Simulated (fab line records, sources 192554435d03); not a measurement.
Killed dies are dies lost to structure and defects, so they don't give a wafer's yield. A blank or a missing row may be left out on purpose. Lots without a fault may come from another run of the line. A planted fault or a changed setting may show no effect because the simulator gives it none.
fab line records | flow n5_finfet
record lots=11 wafers=28 last_day=19
route steps=1938 shown BEOL_M6@1216
lots that met no fault: from a run of the same line without faults
start_h: hours from the record's first day to the start of the lot's first wafer shown | wait_h: hours since the lot's step before | " the same as in the row above | L1.1+2: a row that stands for several wafers | - no value, or no start given | * or withheld: withheld | < > ~ a bound
route shown NAME@n: a module of which the file shows steps, and the number in the route of the first | usual: mean/standard deviation of fault-free wafers | same: alike in all rows | chamber/n: place in a boat | sites: the reading at each site | _std_site: their standard deviation | _edge_site: outer sites' mean less inner sites' | radius_mm: how far each site lies from the wafer's centre | mask NAME#n: copy n | behind: the tool/chamber that last shaped the wafer | hold: why the lot was held/for how many hours/how that ended | device: the transistor (n, p or np) that didn't switch | end of line: the same wafers' tests at the end of the route | a step without rows: its recipe alone | killed: dies lost to structure and defects at the first sort, not the wafer's yield | map: a wafer's dies, x killed, . not, _ none there
set.NAME: the setting as run; set.NAME@STEP: as run at that earlier step | model.NAME: the simulator's own value behind a step, which no gauge read
steps of the route over a sample of lots; a table a step, a row a wafer
services: from which hour (start_h, from the record's first day; less than 0 if before it) a tool's chamber was out of use, for how many hours, and why
## steps
# step N5_BEOL_M6_STRIP_19
# recipe chemistry=O2 power_w=400 temp_c=40 pressure_mtorr=30 rf_frequency_hz=6e+07 bias_power_w=0 overash_fraction=0.2 o2_flow_sccm=225
# usual chamber_pressure_mTorr=30.00/0.032 drypump_motor_current_A=5.6/0.51 oes_product_au=0.79/0.09 rf_vpp_V=3.6/0.62 showerhead_plenum_p_Torr=2.10/0.064 throttle_valve_pct=16.69/0.27
# same bias_power_w=0
# columns lot.wafer tool chamber start_h wait_h chamber_pressure_mTorr drypump_motor_current_A oes_product_au rf_hours_counter_h rf_vpp_V showerhead_plenum_p_Torr throttle_valve_pct
L137.1 rie_diel-02 1 225.92 0.1 30.03 5.8 0.76 151 3.2 2.12 17.05
L137.3 " 3 " " 29.97 5.3 0.94 9 3.7 2.16 16.83
L137.6 " 1 " " 30.02 5.7 0.75 - 3.9 2.12 17.06
L143.3 rie_diel-05 0 252.05 0.1 30.03 6.3 0.78 - 3.3 1.98 16.46
L143.4 " 1 " " 30.02 4.9 0.69 - 3.8 2.08 16.58
L143.5 " 0 " " 30.01 6.3 0.77 - 5.2 1.98 16.47
L142.2 rie_diel-02 2 259.76 0.1 30.01 5.1 0.68 224 4.1 2.16 16.91
L142.3 " 1 " " 29.96 5.8 0.74 164 3.2 2.12 17.07
L142.6 " 0 " " 29.97 6.2 0.67 - 3.2 2.17 17.26
L148.3 rie_diel-02 2 285.38 0.1 29.99 5.1 0.68 233 2.7 2.16 16.92
L148.5 " 1 " " 30.04 5.8 0.74 - 3.9 2.11 17.11
L150.1 rie_diel-05 2 304.26 0.1 29.94 5.9 0.80 97 3.2 2.03 16.53
L150.2 " 1 " " 30.02 4.9 0.68 233 4.6 2.07 16.59
L150.6 " 1 " " 30.01 4.9 0.68 - 4.4 2.07 16.62
L149.3 rie_diel-05 2 307.98 0.1 30.01 5.9 0.80 99 4.0 2.03 16.55
L149.4 " 1 " " 30.06 4.9 0.68 - 3.6 2.07 16.62
L152.2 rie_diel-02 1 315.32 0.1 30.03 5.8 0.71 188 4.2 2.11 17.11
L152.4 " 2 " " 30.00 5.1 0.65 248 3.1 2.15 16.95
L152.6 " 3 " " 30.00 5.3 0.86 - 3.2 2.15 16.87
L156.1 rie_diel-02 1 332.39 0.2 30.01 5.7 0.71 193 4.0 2.10 17.12
L156.3 " 0 " " 30.03 6.2 0.90 13 2.9 2.16 16.90
L156.5 " 1 " " 30.01 5.7 0.71 - 2.9 2.11 17.12
L154.2 rie_diel-06 3 333.62 0.1 29.99 4.8 0.83 87 3.0 2.04 16.26
L154.5 " 1 " " 30.04 6.4 0.78 - 3.2 2.11 16.30
L155.1 rie_diel-02 0 334.42 0.1 30.00 6.2 0.90 14 3.3 2.16 16.89
L155.4 " 3 " " 30.01 5.3 0.87 - 3.6 2.15 16.92
L157.4 rie_diel-02 3 360.24 0.1 30.01 5.3 0.83 59 3.8 2.14 16.92
L157.5 " 2 " " 30.04 5.1 1.01 - 4.8 2.15 16.45
# step N5_BEOL_M6_ETCH_41
# recipe chemistry=CH3F/O2 target=SiCN target_depth_a=297 taper_deg=2 time_s=52 ion_energy_ev=120 mask_material=TiN pressure_mtorr=30 source_w=395 bias_w=75 Ar_flow_sccm=150 CH3F_flow_sccm=30 O2_flow_sccm=20
# usual drypump_motor_current_A=5.6/0.56 mfc_ar_sccm=150.0/0.47 oes_product_au=0.80/0.086 rf_vpp_V=297.4/1.3 showerhead_plenum_p_Torr=2.00/0.049 throttle_valve_pct=16.26/0.26
# columns lot.wafer tool chamber start_h wait_h drypump_motor_current_A mfc_ar_sccm oes_product_au rf_hours_counter_h rf_vpp_V showerhead_plenum_p_Torr throttle_valve_pct
L137.1 rie_diel-05 1 - - 4.9 149.6 0.68 204 296.6 2.01 16.32
L137.3 " 2 " " 6.0 150.6 0.82 75 297.4 1.95 16.13
L137.6 " 3 " " 5.6 150.0 0.69 - 297.8 2.04 16.40
L143.3 rie_diel-05 1 - - 4.9 149.5 0.67 - 298.1 2.00 16.33
L143.4 " 0 " " 6.3 150.6 0.76 - 295.0 1.92 16.34
L143.5 " 1 " " 4.9 149.7 0.67 - 297.7 2.00 16.32
L142.2 rie_diel-06 0 - - 5.3 150.1 0.71 203 299.8 2.07 16.62
L142.3 " 1 " " 6.4 150.2 0.79 102 296.3 2.02 15.90
L142.6 " 0 " " 5.3 149.8 0.71 - 298.2 2.07 16.61
L148.3 rie_diel-05 3 - - 5.6 149.8 0.96 11 297.5 2.04 15.93
L148.5 " 3 " " 5.6 148.7 0.96 - 298.2 2.04 15.93
L150.1 rie_diel-02 3 - - 5.3 150.1 0.87 34 299.0 2.03 16.41
L150.2 " 0 " " 6.2 150.2 0.95 4 299.3 2.05 16.41
L150.6 " 0 " " 6.2 150.0 0.95 - 299.2 2.05 16.44
L149.3 rie_diel-05 0 - - 6.3 149.3 0.74 172 295.9 1.92 16.36
L149.4 " 0 " " 6.3 149.7 0.75 - 296.6 1.92 16.36
L152.2 rie_diel-05 0 - - 6.3 149.8 0.74 175 295.0 1.92 16.37
L152.4 " 1 " " 4.9 150.1 0.65 - 296.7 2.00 16.37
L152.6 " 0 " " 6.3 150.1 0.74 - 296.7 1.92 16.37
L156.1 rie_diel-05 0 - - 6.3 149.3 0.73 181 294.8 1.91 16.39
L156.3 " 0 " " 6.3 149.0 0.74 - 296.5 1.91 16.39
L156.5 " 2 " " 5.9 150.4 0.77 - 295.5 1.94 16.22
L154.2 rie_diel-02 0 - - 6.2 150.3 0.91 15 298.5 2.05 16.45
L154.5 " 0 " " 6.2 149.8 0.91 - 298.9 2.05 16.44
L155.1 rie_diel-02 0 - - 6.2 151.0 0.90 16 297.8 2.05 16.45
L155.4 " 3 " " 5.3 149.2 0.86 - 298.1 2.03 16.43
L157.4 rie_diel-06 2 - - 5.4 150.0 0.85 65 296.7 2.01 16.22
L157.5 " 3 " " 4.8 150.1 0.81 - 297.2 1.93 15.88
# step N5_BEOL_M6_HM_STRIP_39
# recipe chemistry=peroxide_tin_strip material=TiN target_depth_a=250 temp_c=50 time_s=158
# usual bath_guard_temp_C=50.2/0.45 bath_heat_duty_pct=7.0/0.97
# columns lot.wafer tool chamber start_h wait_h bath_guard_temp_C bath_heat_duty_pct
L137.1 wet_bench-04 5 227.48 0.0 50.3 7.8
L137.3 " 6 " " 49.9 5.7
L137.6 " 7 " " 50.8 6.6
L143.3 wet_bench-04 3 254.79 0.0 - -
L143.4 " 5 " " - -
L143.5 " 0 " " - -
L142.2 wet_bench-06 0 261.17 0.0 - -
L142.3 " 2 " " - -
L142.6 " 3 " " - -
L148.3 wet_bench-06 2 286.36 0.0 50.7 7.2
L148.5 " 4 " " 49.9 7.2
L150.1 wet_bench-06 2 305.63 0.0 50.6 6.2
L150.2 " 7 " " 50.2 7.6
L150.6 " 3 " " 50.5 7.3
L149.3 wet_bench-06 5 310.19 0.0 49.9 9.3
L149.4 " 4 " " 50.0 7.8
L152.2 wet_bench-04 2 318.14 0.0 50.8 6.3
L152.4 " 7 " " 50.6 6.1
L152.6 " 0 " " 50.3 7.8
L156.1 wet_bench-06 4 333.80 0.0 50.0 7.7
L156.3 " 3 " " 50.6 7.7
L156.5 " 6 " " 50.4 6.4
L154.2 wet_bench-06 7 335.62 0.0 50.5 8.2
L154.5 " 1 " " 50.1 5.6
L155.1 wet_bench-06 4 336.77 0.0 49.9 7.3
L155.4 " 5 " " 49.9 9.7
L157.4 wet_bench-04 6 361.48 0.0 50.3 6.5
L157.5 " 5 " " 49.7 7.7
# step N5_BEOL_M6_DEGAS_44
# recipe ambient=vacuum temp_c=250 time_s=60
# usual heater_power_w=331/37
# columns lot.wafer tool chamber start_h wait_h heater_power_w
L137.1 pvd_sputter-01 - 228.03 0.3 310
L137.3 " - " " 331
L137.6 " - " " 364
L143.3 pvd_sputter-02 - 255.47 0.4 372
L143.4 " - " " 283
L143.5 " - " " 377
L142.2 pvd_sputter-02 - 263.88 2.4 286
L142.3 " - " " 346
L142.6 " - " " 290
L148.3 pvd_sputter-02 - 286.97 0.2 373
L148.5 " - " " 371
L150.1 pvd_sputter-01 - 306.50 0.7 356
L150.2 " - " " 306
L150.6 " - " " 322
L149.3 pvd_sputter-02 - 310.88 0.4 379
L149.4 " - " " 291
L152.2 pvd_sputter-02 - 318.96 0.4 285
L152.4 " - " " 369
L152.6 " - " " 370
L156.1 pvd_sputter-02 - 335.19 0.7 384
L156.3 " - " " 288
L156.5 " - " " 340
L154.2 pvd_sputter-02 - 336.10 0.2 286
L154.5 " - " " 280
L155.1 pvd_sputter-02 - 338.98 2.0 291
L155.4 " - " " 344
L157.4 pvd_sputter-01 - 363.04 1.2 306
L157.5 " - " " 409
# step N5_BEOL_M6_CMP_52
# recipe stop_on=SiCOH_lowk t_overpolish_s=6.9 down_force_psi=1 platen_rpm=50 clearing_platen_down_force_psi=1.5 clearing_platen_rpm=50 post_cmp_clean=cu_alkaline target_thk_nm=80 clearing_platen_pad_velocity_m_s=0.99484 pad_velocity_m_s=0.99484
# usual barrier_field_endpoint_s=28.9/0.97 clearing_platen_down_force_psi=1.500/0.0033 edge_zone_pressure_frac=1.000/0.0048 motor_current_A=5.9/0.56
# columns lot.wafer tool chamber start_h wait_h barrier_field_endpoint_s clearing_platen_down_force_psi edge_zone_pressure_frac motor_current_A
L137.1 cmp-03 0 229.53 0.3 27.3 1.502 1.001 6.1
L137.3 " 2 " " 26.9 1.508 1.004 6.0
L137.6 " 3 " " 29.0 1.496 0.994 5.7
L143.4 cmp-02 1 258.17 0.2 35.8 1.502 1.001 5.4
L143.3 " 2 " " 38.4 1.501 0.996 4.5
L143.5 " 3 " " 36.5 1.500 1.002 5.8
L142.3 cmp-03 1 265.08 0.2 35.4 1.501 1.004 6.9
L142.2 " 2 " " 35.0 1.501 0.989 6.2
L142.6 " 0 " " 34.7 1.500 1.000 5.6
L148.3 cmp-03 1 288.05 0.2 29.9 1.498 1.001 6.8
L148.5 " 1 " " 30.1 1.499 1.001 6.9
L150.1 cmp-02 0 307.74 0.3 30.5 1.506 1.003 5.9
L150.2 " 2 " " 30.9 1.507 0.996 4.3
L150.6 " 0 " " 30.1 1.501 1.002 5.8
L149.3 cmp-02 2 312.51 0.2 29.9 1.505 1.006 4.7
L149.4 " 0 " " 30.1 1.498 1.004 5.9
L152.2 cmp-01 1 321.05 0.2 28.1 1.499 1.002 5.6
L152.4 " 2 " " 28.3 1.494 0.998 6.1
L152.6 " 1 " " 29.6 1.500 1.001 5.3
L156.1 cmp-02 1 336.74 0.3 28.7 1.500 1.008 5.7
L156.3 " 3 " " 29.1 1.501 0.997 5.9
L156.5 " 0 " " 30.5 1.500 0.998 5.8
L154.2 cmp-02 1 337.41 0.3 28.5 1.502 0.998 5.4
L154.5 " 0 " " 28.5 1.501 1.011 6.0
L155.4 cmp-01 2 340.16 0.1 29.4 1.502 0.998 6.4
L155.1 " 0 " " 28.9 1.497 0.999 6.5
L157.4 cmp-03 0 364.75 0.2 28.0 1.502 1.007 5.8
L157.5 " 1 " " 29.8 1.504 1.002 6.5
## services
# columns tool chamber start_h hours kind
rie_diel-05 3 211.18 8.2 repair
cmp-01 - 214.31 10.5 pm
rie_diel-05 1 231.51 7.3 repair
cmp-02 - 239.43 4.0 pm
cmp-03 - 240.10 2.5 repair
cmp-02 - 255.34 0.7 repair
rie_diel-02 0 271.52 9.9 repair
cmp-02 - 273.64 5.6 pm
cmp-03 - 275.77 1.4 repair
rie_diel-02 0 281.47 - clean
rie_diel-02 0 281.47 - consumable_replace:focus_ring
rie_diel-02 0 281.47 15.5 scheduled_down
rie_diel-02 0 281.47 15.5 vent_cycle
rie_diel-02 3 287.60 16.7 repair
cmp-01 - 289.56 1.3 repair
cmp-03 - 289.77 4.0 pm
cmp-02 - 297.00 8.2 pm
cmp-03 - 300.11 0.2 repair
rie_diel-02 2 321.25 - clean
rie_diel-02 2 321.25 - consumable_replace:focus_ring
rie_diel-02 2 321.25 26.4 scheduled_down
rie_diel-02 2 321.25 26.4 vent_cycle
rie_diel-02 1 334.26 5.1 repair
cmp-03 - 336.12 6.8 pm
## key
first_sign step=N5_BEOL_M6_HM_STRIP_39 reading=tool_record direction=missing
effect step=N5_BEOL_M6_CMP_52 reading=barrier_field_endpoint_s direction=up sigmas=7.3 usual=28.9 struck=36.0
met_at N5_BEOL_M6_HM_STRIP_39
struck_lots L142,L143
not_acting_at N5_BEOL_M6_STRIP_19,N5_BEOL_M6_ETCH_41,N5_BEOL_M6_DEGAS_44
onset_between 227.48 254.79
fault kind=skipped_step_whole tool=wet_bench-04,wet_bench-06 chamber=- onset_h=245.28 steps=N5_BEOL_M6_HM_STRIP_39 scope=struck_lots_only
